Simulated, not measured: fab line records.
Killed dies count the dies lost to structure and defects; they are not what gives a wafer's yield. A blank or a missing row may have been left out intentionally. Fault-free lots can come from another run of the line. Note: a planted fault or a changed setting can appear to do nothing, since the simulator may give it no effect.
Chamber matching :: flow n5Finfet :: N5_ZERO_LAYER_PECVD_02 on pecvd-04 has 3 sister chambers
The step deposits SiO2 from SiH4/N2O, target thk 10 nm, time 6 s. 3 wafers are shown with their chamber, then 7 later ones without.

WAFERS PAIRED WITH THEIR CHAMBERS
wafer: L092.5
chamber: 2
showerheadPlenumPTorr (Torr): 8.15

wafer: L093.1
chamber: 0
showerheadPlenumPTorr (Torr): 8.09

wafer: L093.2
chamber: 1
showerheadPlenumPTorr (Torr): 8.55

WAFERS WITHOUT THEIR CHAMBER
wafer: L093.3
showerheadPlenumPTorr (Torr): 8.16

wafer: L095.2
showerheadPlenumPTorr (Torr): 8.54

wafer: L095.4
showerheadPlenumPTorr (Torr): 8.09

wafer: L095.5
showerheadPlenumPTorr (Torr): 8.15

wafer: L096.1
showerheadPlenumPTorr (Torr): 8.18

wafer: L096.2
showerheadPlenumPTorr (Torr): 8.54

wafer: L096.4
showerheadPlenumPTorr (Torr): 8.10

WHICH CHAMBER EACH WENT THROUGH
wafer: L093.3
from the rows above: 2
in truth: 2

wafer: L095.2
from the rows above: 1
in truth: 1

wafer: L095.4
from the rows above: 0
in truth: 0

wafer: L095.5
from the rows above: 2
in truth: 2

wafer: L096.1
from the rows above: 2
in truth: 2

wafer: L096.2
from the rows above: 1
in truth: 1

wafer: L096.4
from the rows above: 0
in truth: 0
Correctly placed: 7 of 7. Can't be placed from these rows: 0. Number placed wrongly: 0.
How it was worked out, from the rows above alone: a wafer's distance from a chamber is the root of the sum, over the readings, of the square of ((its reading less the chamber's mean) divided by the reading's scatter). If the next closest chamber is less than 2 further off than the closest, the wafer can't be placed; otherwise it belongs to the closest. For every chamber, the mean is computed from those of its wafers that are shown. The scatter (one wafer shown for each chamber): square how far every hidden wafer sits from the nearest shown wafer, average those squares and take the square root.
